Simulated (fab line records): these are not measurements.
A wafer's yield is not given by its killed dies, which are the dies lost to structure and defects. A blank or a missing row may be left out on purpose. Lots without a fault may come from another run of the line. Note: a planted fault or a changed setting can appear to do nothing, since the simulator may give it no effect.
fab line records | flow nandHarc
record lots=13 | wafers=39 | lastDay=33
route steps=1302 shown A_STAIRCASE@795
lots that met no fault: taken from a fault-free run of the same line
startH: start of the lot's first displayed wafer, in hours after the record's first day | waitH: how many hours have passed since the lot's step before this one | " same as the row above | L1.1+2: several wafers, shown together as one row | - no value present, or no start provided | * or withheld: withheld | < > ~ a bound
route shown NAME@n: names a module that has steps shown in the file, with the first one's number in the route | usual: mean/standard deviation taken from wafers without a fault | same: alike in all rows | chamber/n: place in a boat | sites: readings site by site | _std_site: their standard deviation | _edge_site: mean of outer sites minus mean of inner sites | radiusMm: how far each site lies from the wafer's centre | mask NAME#n: copy n | behind: the last tool/chamber to shape the wafer | hold: reason for holding the lot/hours on hold/outcome of the hold | device: which transistor (n, p or np) failed to switch | end of line: tests run on the same wafers once the route is complete | step lacking rows: just its recipe | killed: not the wafer's yield, but the dies lost to structure and defects at the first sort | map: per-die view of a wafer (x killed, . not killed, _ where there is no die)
set.NAME: the setting as run; set.NAME@STEP: as run at that earlier step | model.NAME: the simulator's own value behind a step, which no gauge read
the route's steps for a sample of lots (tables are steps, rows are wafers)
services: from which hour (startH, from the record's first day; less than 0 if before it) a tool's chamber was out of use, for how many hours, and why
## steps
# step NHARC_A_STAIRCASE_HM_DEP_459
# recipe targetThkA=15000 | tempC=400 | material=aC
# usual throttleValvePct=35.000/0.009
lot.wafer | tool      | chamber | startH | waitH | throttleValvePct
L385.4    | aclDep-03 | 0       | 381.36 | 6.8   | 35.005
L385.5    | "         | 0       | "      | "     | 34.992
L385.6    | "         | 0       | "      | "     | 34.977
L387.1    | aclDep-01 | 0       | 404.04 | 3.3   | 34.995
L387.2    | "         | 0       | "      | "     | 35.006
L387.6    | "         | 0       | 405.56 | 4.8   | 34.999
L388.3    | aclDep-03 | 0       | 408.17 | 2.7   | 35.004
L388.5    | "         | 0       | "      | "     | 35.010
L388.6    | "         | 0       | "      | "     | 35.005
L390.2    | aclDep-03 | 0       | 415.14 | 0.4   | 35.010
L390.4    | "         | 0       | "      | "     | 35.000
L390.5    | "         | 0       | "      | "     | 35.009
L389.3    | aclDep-02 | 0       | 417.72 | 1.1   | 35.017
L389.4    | "         | 0       | "      | "     | 34.998
L389.5    | "         | 0       | "      | "     | 35.001
L395.2    | aclDep-01 | 0       | 476.94 | 0.4   | 34.997
L395.4    | "         | 0       | "      | "     | 34.981
L395.6    | "         | 0       | "      | "     | 34.998
L394.3    | aclDep-02 | 0       | 485.83 | 3.7   | 35.009
L394.4    | "         | 0       | "      | "     | 35.007
L394.6    | "         | 0       | "      | "     | 35.025
L398.3    | aclDep-03 | 0       | 506.68 | 0.7   | 35.005
L398.5    | "         | 0       | "      | "     | 34.992
L398.6    | "         | 0       | "      | "     | 35.020
L400.1    | aclDep-03 | 0       | 527.46 | 5.0   | 35.004
L400.3    | "         | 0       | "      | "     | 34.998
L400.5    | "         | 0       | "      | "     | 35.003
L401.3    | aclDep-02 | 0       | 538.72 | 3.6   | 34.992
L401.4    | "         | 0       | "      | "     | 35.008
L401.6    | "         | 0       | "      | "     | 34.995
L405.1    | aclDep-01 | 0       | 563.27 | 3.1   | 35.010
L405.2    | "         | 0       | "      | "     | 35.010
L405.3    | "         | 0       | "      | "     | 35.005
L404.4    | aclDep-02 | 0       | 567.63 | 2.3   | 35.012
L404.5    | "         | 0       | "      | "     | 34.973
L404.6    | "         | 0       | "      | "     | 34.993
L408.2    | aclDep-01 | 0       | 597.91 | 2.4   | 34.996
L408.3    | "         | 0       | "      | "     | 35.002
L408.5    | "         | 0       | "      | "     | 35.003
# step NHARC_A_STAIRCASE_DEP_280
# recipe targetThkA=300 | targetThkNm=30 | tempC=400 | pressureTorr=3.5 | flowSccm=200 | rfW=350 | material=SiON
# usual chamberPressureTorr=3.502/0.0084 | heaterPowerW=739/84
lot.wafer | tool     | chamber | startH | waitH | chamberPressureTorr | heaterPowerW
L385.5    | pecvd-03 | 0       | 382.37 | 0.4   | 3.514               | 577
L385.4    | "        | 1       | "      | "     | 3.491               | 767
L385.6    | "        | 2       | "      | "     | 3.488               | 989
L387.2    | pecvd-02 | 2       | 405.89 | 1.2   | 3.476               | 685
L387.1    | "        | 0       | "      | "     | 3.510               | 808
L387.6    | "        | 2       | "      | "     | 3.482               | 689
L388.3    | pecvd-04 | 1       | 409.45 | 1.0   | 3.514               | 796
L388.5    | "        | 0       | "      | "     | 3.495               | 710
L388.6    | "        | 1       | "      | "     | 3.503               | 780
L390.2    | pecvd-03 | 0       | 417.09 | 1.6   | 3.510               | 623
L390.4    | "        | 1       | "      | "     | 3.499               | 652
L390.5    | "        | 0       | "      | "     | 3.501               | 621
L389.3    | pecvd-04 | 0       | 419.00 | 1.0   | 3.497               | 740
L389.5    | "        | 2       | "      | "     | 3.506               | 690
L389.4    | "        | 0       | "      | "     | 3.510               | 733
L395.2    | pecvd-03 | 1       | 478.54 | 1.3   | 3.498               | 702
L395.6    | "        | 1       | "      | "     | 3.505               | 692
L395.4    | "        | 2       | "      | "     | 3.513               | 931
L394.3    | pecvd-03 | 2       | 487.13 | 1.0   | 3.513               | 875
L394.4    | "        | 1       | "      | "     | 3.485               | 687
L394.6    | "        | 2       | "      | "     | 3.503               | 890
L398.3    | pecvd-04 | 1       | 507.98 | 1.0   | 3.496               | 701
L398.5    | "        | 2       | "      | "     | 3.493               | 767
L398.6    | "        | 1       | "      | "     | 3.501               | 722
L400.3    | pecvd-04 | 0       | 529.36 | 1.0   | 3.505               | 733
L400.1    | "        | 1       | "      | "     | 3.506               | 736
L400.5    | "        | 2       | "      | "     | 3.498               | 687
L401.3    | pecvd-02 | 2       | 539.98 | 0.9   | 3.506               | 664
L401.6    | "        | 2       | "      | "     | 3.510               | 659
L401.4    | "        | 1       | "      | "     | 3.508               | 766
L405.2    | pecvd-03 | 0       | 565.14 | 1.3   | 3.504               | 645
L405.3    | "        | 1       | "      | "     | 3.496               | 796
L405.1    | "        | 2       | "      | "     | 3.503               | 857
L404.6    | pecvd-03 | 0       | 568.66 | 0.1   | 3.495               | 574
L404.5    | "        | 1       | "      | "     | 3.494               | 764
L404.4    | "        | 2       | "      | "     | 3.494               | 919
L408.2    | pecvd-04 | 1       | 599.48 | 1.3   | 3.508               | 765
L408.3    | "        | 0       | "      | "     | 3.499               | 739
L408.5    | "        | 1       | "      | "     | 3.506               | 775
# step NHARC_A_STAIRCASE_ETCH_452
# recipe targetDepthA=300 | overetchA=30 | timeS=16.5 | ionEnergyEv=100 | cf4FlowSccm=80 | o2FlowSccm=20 | arFlowSccm=0 | rfW=300 | biasW=100 | chemistry=CF4/O2
# usual drypumpMotorCurrentA=6.0/0.31 | oesProductAu=1.000/0.0096 | rfVppV=197.8/1.3 | showerheadPlenumPTorr=1.33/0.046 | throttleValvePct=13.397/0.0089
lot.wafer | tool       | chamber | startH | waitH | drypumpMotorCurrentA | oesProductAu | rfHoursCounterH | rfVppV | showerheadPlenumPTorr | throttleValvePct
L385.4    | rieDiel-03 | 0       | -      | -     | 6.1                  | 1.009        | 31              | 198.2  | 1.32                  | 13.387
L385.6    | "          | 3       | "      | "     | 6.2                  | 0.987        | -               | 199.3  | 1.39                  | 13.398
L385.5    | "          | 0       | "      | "     | 6.1                  | 1.010        | -               | 197.0  | 1.32                  | 13.378
L387.1    | rieDiel-07 | 2       | -      | -     | 5.6                  | 1.007        | 33              | 195.6  | 1.26                  | 13.398
L387.2    | "          | 3       | "      | "     | 5.9                  | 1.010        | 33              | 199.4  | 1.38                  | 13.402
L387.6    | "          | 2       | "      | "     | 5.7                  | 1.002        | -               | 195.3  | 1.26                  | 13.383
L388.3    | rieDiel-07 | 2       | -      | -     | 5.7                  | 1.007        | 34              | 196.9  | 1.26                  | 13.402
L388.6    | "          | 3       | "      | "     | 5.8                  | 1.021        | -               | 198.9  | 1.38                  | 13.400
L388.5    | "          | 0       | "      | "     | 5.1                  | 0.996        | -               | 198.2  | 1.32                  | 13.393
L390.4    | rieDiel-03 | 3       | -      | -     | 6.2                  | 1.002        | 41              | 199.7  | 1.39                  | 13.403
L390.2    | "          | 0       | "      | "     | 6.1                  | 1.015        | 45              | 197.9  | 1.32                  | 13.402
L390.5    | "          | 0       | "      | "     | 6.1                  | 1.002        | -               | 198.4  | 1.32                  | 13.401
L389.4    | rieDiel-03 | 1       | -      | -     | 6.3                  | 1.002        | 44              | 198.1  | 1.31                  | 13.409
L389.3    | "          | 0       | "      | "     | 6.1                  | 1.009        | 46              | 197.8  | 1.32                  | 13.400
L389.5    | "          | 1       | "      | "     | 6.3                  | 0.993        | -               | 197.0  | 1.31                  | 13.404
L395.2    | rieDiel-01 | 1       | -      | -     | 6.5                  | 1.000        | 29              | 195.1  | 1.30                  | 13.402
L395.4    | "          | 2       | "      | "     | 6.0                  | 1.013        | 30              | 196.8  | 1.29                  | 13.395
L395.6    | "          | 3       | "      | "     | 6.5                  | 1.004        | -               | 197.9  | 1.33                  | 13.393
L394.3    | rieDiel-01 | 1       | -      | -     | 6.5                  | 0.996        | 31              | 196.5  | 1.30                  | 13.408
L394.4    | "          | 2       | "      | "     | 6.0                  | 1.010        | 32              | 196.8  | 1.28                  | 13.400
L394.6    | "          | 1       | "      | "     | 6.5                  | 0.991        | -               | 195.9  | 1.29                  | 13.394
L398.3    | rieDiel-01 | 1       | -      | -     | 6.5                  | 0.987        | 39              | 196.6  | 1.29                  | 13.387
L398.5    | "          | 0       | "      | "     | 5.6                  | 0.996        | -               | 198.3  | 1.33                  | 13.411
L398.6    | "          | 1       | "      | "     | 6.5                  | 0.987        | -               | 195.8  | 1.29                  | 13.402
L400.1    | rieDiel-03 | 2       | -      | -     | 6.0                  | 1.009        | 17              | 199.0  | 1.41                  | 13.403
L400.3    | "          | 0       | "      | "     | 6.1                  | 1.001        | 22              | 198.4  | 1.31                  | 13.388
L400.5    | "          | 1       | "      | "     | 6.3                  | 0.987        | -               | 197.4  | 1.30                  | 13.386
L401.3    | rieDiel-03 | 2       | -      | -     | 6.0                  | 0.995        | 20              | 199.1  | 1.41                  | 13.406
L401.4    | "          | 1       | "      | "     | 6.3                  | 0.982        | 26              | 197.4  | 1.30                  | 13.378
L401.6    | "          | 2       | "      | "     | 6.0                  | 0.997        | -               | 199.6  | 1.41                  | 13.404
L405.1    | rieDiel-03 | 2       | -      | -     | 6.0                  | 1.004        | 33              | 197.8  | 1.40                  | 13.419
L405.2    | "          | 3       | "      | "     | 6.1                  | 0.987        | 30              | 199.7  | 1.38                  | 13.401
L405.3    | "          | 0       | "      | "     | 6.0                  | 1.009        | 36              | 196.8  | 1.31                  | 13.398
L404.4    | rieDiel-03 | 3       | -      | -     | 6.2                  | 1.005        | 31              | 200.0  | 1.38                  | 13.402
L404.6    | "          | 3       | "      | "     | 6.2                  | 1.002        | -               | 198.4  | 1.38                  | 13.390
L404.5    | "          | 0       | "      | "     | 6.1                  | 1.012        | -               | 195.9  | 1.31                  | 13.388
L408.3    | rieDiel-03 | 3       | -      | -     | 6.2                  | 0.994        | 41              | 200.3  | 1.38                  | 13.394
L408.2    | "          | 1       | "      | "     | 6.3                  | 0.993        | 50              | 196.5  | 1.30                  | 13.393
L408.5    | "          | 3       | "      | "     | 6.2                  | 0.993        | -               | 197.6  | 1.38                  | 13.374
# step NHARC_A_STAIRCASE_EXPOSE_307
# recipe na=0.5 | doseMj=45.72 | maskId=CHOP_50
# usual exposureDoseMJCm2=45.66/0.055
lot.wafer | tool          | chamber | startH | waitH | mask      | exposureDoseMJCm2
L385.4    | krfScanner-04 | 0       | 390.03 | -     | CHOP_50#0 | 45.70
L385.5    | "             | 0       | "      | "     | CHOP_50#0 | 45.76
L385.6    | "             | 0       | "      | "     | CHOP_50#0 | 45.64
L387.1    | krfScanner-02 | 0       | 411.90 | -     | CHOP_50#0 | 45.67
L387.2    | "             | 0       | "      | "     | CHOP_50#0 | 45.65
L387.6    | "             | 0       | "      | "     | CHOP_50#0 | 45.57
L388.3    | krfScanner-04 | 0       | 415.01 | -     | CHOP_50#0 | 45.72
L388.5    | "             | 0       | "      | "     | CHOP_50#0 | 45.69
L388.6    | "             | 0       | "      | "     | CHOP_50#0 | 45.71
L390.2    | krfScanner-04 | 0       | 424.95 | -     | CHOP_50#0 | 45.67
L390.4    | "             | 0       | "      | "     | CHOP_50#0 | 45.66
L390.5    | "             | 0       | "      | "     | CHOP_50#0 | 45.62
L389.3    | krfScanner-02 | 0       | 427.53 | -     | CHOP_50#0 | 45.65
L389.4    | "             | 0       | "      | "     | CHOP_50#0 | 45.54
L389.5    | "             | 0       | "      | "     | CHOP_50#0 | 45.65
L395.2    | krfScanner-02 | 0       | 487.35 | -     | CHOP_50#0 | 43.44
L395.4    | "             | 0       | "      | "     | CHOP_50#0 | 43.35
L395.6    | "             | 0       | "      | "     | CHOP_50#0 | 43.40
L394.3    | krfScanner-04 | 0       | 496.80 | -     | CHOP_50#0 | 45.63
L394.4    | "             | 0       | "      | "     | CHOP_50#0 | 45.71
L394.6    | "             | 0       | "      | "     | CHOP_50#0 | 45.66
L398.3    | krfScanner-02 | 0       | 515.67 | -     | CHOP_50#0 | 43.92
L398.5    | "             | 0       | "      | "     | CHOP_50#0 | 43.87
L398.6    | "             | 0       | "      | "     | CHOP_50#0 | 43.89
L400.1    | krfScanner-02 | 0       | 537.60 | -     | CHOP_50#0 | 44.15
L400.3    | "             | 0       | "      | "     | CHOP_50#0 | 44.11
L400.5    | "             | 0       | "      | "     | CHOP_50#0 | 44.14
L401.3    | krfScanner-03 | 0       | 545.66 | -     | CHOP_50#0 | 45.65
L401.4    | "             | 0       | "      | "     | CHOP_50#0 | 45.69
L401.6    | "             | 0       | "      | "     | CHOP_50#0 | 45.62
L405.1    | krfScanner-04 | 0       | 571.62 | -     | CHOP_50#0 | 45.76
L405.2    | "             | 0       | "      | "     | CHOP_50#0 | 45.75
L405.3    | "             | 0       | "      | "     | CHOP_50#0 | 45.77
L404.4    | krfScanner-03 | 0       | 574.25 | -     | CHOP_50#0 | 45.65
L404.5    | "             | 0       | "      | "     | CHOP_50#0 | 45.64
L404.6    | "             | 0       | "      | "     | CHOP_50#0 | 45.60
L408.2    | krfScanner-04 | 0       | 608.28 | -     | CHOP_50#0 | 45.72
L408.3    | "             | 0       | "      | "     | CHOP_50#0 | 45.70
L408.5    | "             | 0       | "      | "     | CHOP_50#0 | 45.64
## services
tool          | chamber | startH | hours | kind
pecvd-03      | -       | 366.00 | 13.0  | pm
krfScanner-02 | -       | 367.01 | 0.1   | repair
aclDep-01     | -       | 368.42 | 13.0  | pm
rieDiel-01    | -       | 385.22 | 9.0   | pm
krfScanner-02 | -       | 388.53 | 2.4   | repair
rieDiel-03    | 3       | 412.11 | 5.2   | repair
aclDep-02     | -       | 427.45 | 13.0  | pm
pecvd-04      | -       | 430.49 | 0.8   | repair
krfScanner-02 | -       | 438.00 | 4.0   | pm
pecvd-04      | -       | 444.55 | 1.4   | repair
pecvd-03      | 2       | 453.49 | 7.7   | repair
rieDiel-03    | -       | 458.41 | 9.0   | pm
krfScanner-04 | -       | 465.21 | 9.8   | repair
krfScanner-02 | -       | 469.84 | 0.2   | repair
aclDep-03     | -       | 480.29 | 13.0  | pm
pecvd-04      | -       | 483.09 | 13.0  | pm
rieDiel-03    | 3       | 497.25 | 12.1  | repair
krfScanner-04 | -       | 526.03 | 4.0   | pm
pecvd-03      | -       | 547.00 | 13.0  | pm
aclDep-01     | -       | 550.27 | 13.0  | pm
krfScanner-02 | -       | 566.61 | 1.7   | repair
krfScanner-04 | -       | 595.43 | 4.7   | repair
rieDiel-03    | 2       | 599.68 | 6.0   | repair
krfScanner-04 | -       | 601.07 | 2.5   | repair
## key
firstSign step=NHARC_A_STAIRCASE_EXPOSE_307 | reading=exposureDoseMJCm2 | direction=down | sigmas=34 | usual=45.66 | struck=43.81
effect none on later readings
metAt NHARC_A_STAIRCASE_EXPOSE_307
struckLots L395,L398,L400
testerLeftOut L395,L398,L400
loopTrim step=NHARC_A_STAIRCASE_EXPOSE_307 | setting=dose | lots=L398,L400
notActingAt NHARC_A_STAIRCASE_HM_DEP_459,NHARC_A_STAIRCASE_DEP_280,NHARC_A_STAIRCASE_ETCH_452
onsetBetween 427.53 487.35
fault kind=processParameterDrift | tool=krfScanner-02 | chamber=- | onsetH=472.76 | steps=NHARC_A_STAIRCASE_EXPOSE_307 | channel=doseMj | offset=-2.214 | shape=step | actsIn=theseRecipesOnly | stated=45.72
# testerLeftOut: of these lots the tester's yield and bins aren't shown, on N5 and GAA mostly nor the transistor test; their killed dies are dies lost to structure and defects alone, not to doping, threshold or leakage, so they don't give the yield
# loopTrim: a control loop set the setting to another value than it would have without faults
